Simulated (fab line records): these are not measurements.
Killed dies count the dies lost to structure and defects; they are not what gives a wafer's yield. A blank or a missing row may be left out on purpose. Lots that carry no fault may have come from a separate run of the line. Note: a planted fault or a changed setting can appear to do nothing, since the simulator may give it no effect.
Matching of chambers	flow nand_harc	NHARC_A_CHANNEL_HOLE_D2_ETCH_39 on rie_diel-06 has 4 sister chambers
The step etches the open film in N2/H2, target depth 260 nm, time 325 s. 8 wafers are shown with their chamber, then 7 later ones without.

## WAFERS PAIRED WITH THEIR CHAMBERS
wafer	chamber	drypump_motor_current_A (A)	rf_vpp_V (V)
L683.5	0	5.3	430.2
L683.6	3	5.5	432.2
L685.6	1	5.0	434.0
L687.1	0	5.3	430.0
L687.4	2	5.4	429.2
L687.5	3	5.4	435.0
L688.1	1	5.0	432.4
L688.3	2	5.4	430.1

## WAFERS WITH NO CHAMBER GIVEN
wafer	drypump_motor_current_A (A)	rf_vpp_V (V)
L688.4	5.5	434.1
L698.1	5.5	433.8
L698.3	5.0	432.6
L698.4	5.4	429.6
L699.1	5.3	429.7
L699.4	5.3	430.1
L699.5	5.5	434.1

## CHAMBER TAKEN BY EACH
wafer	from the rows above	in truth
L688.4	3	3
L698.1	3	3
L698.3	1	1
L698.4	2	2
L699.1	0	0
L699.4	0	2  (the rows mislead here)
L699.5	3	3
6 of 7 placed correctly. Left unplaced by these rows: 0. Placed wrongly: 1.
How it was worked out, from the rows above alone: a wafer's distance from a chamber is the root of the sum, over the readings, of the square of ((its reading less the chamber's mean) divided by the reading's scatter). If the next closest chamber is less than 2 further off than the closest, the wafer can't be placed; otherwise it belongs to the closest. A chamber's mean is the mean of its shown wafers. The scatter: the root of (the sum of the squares of (reading less its chamber's mean) over the shown wafers, divided by (wafers less chambers)).
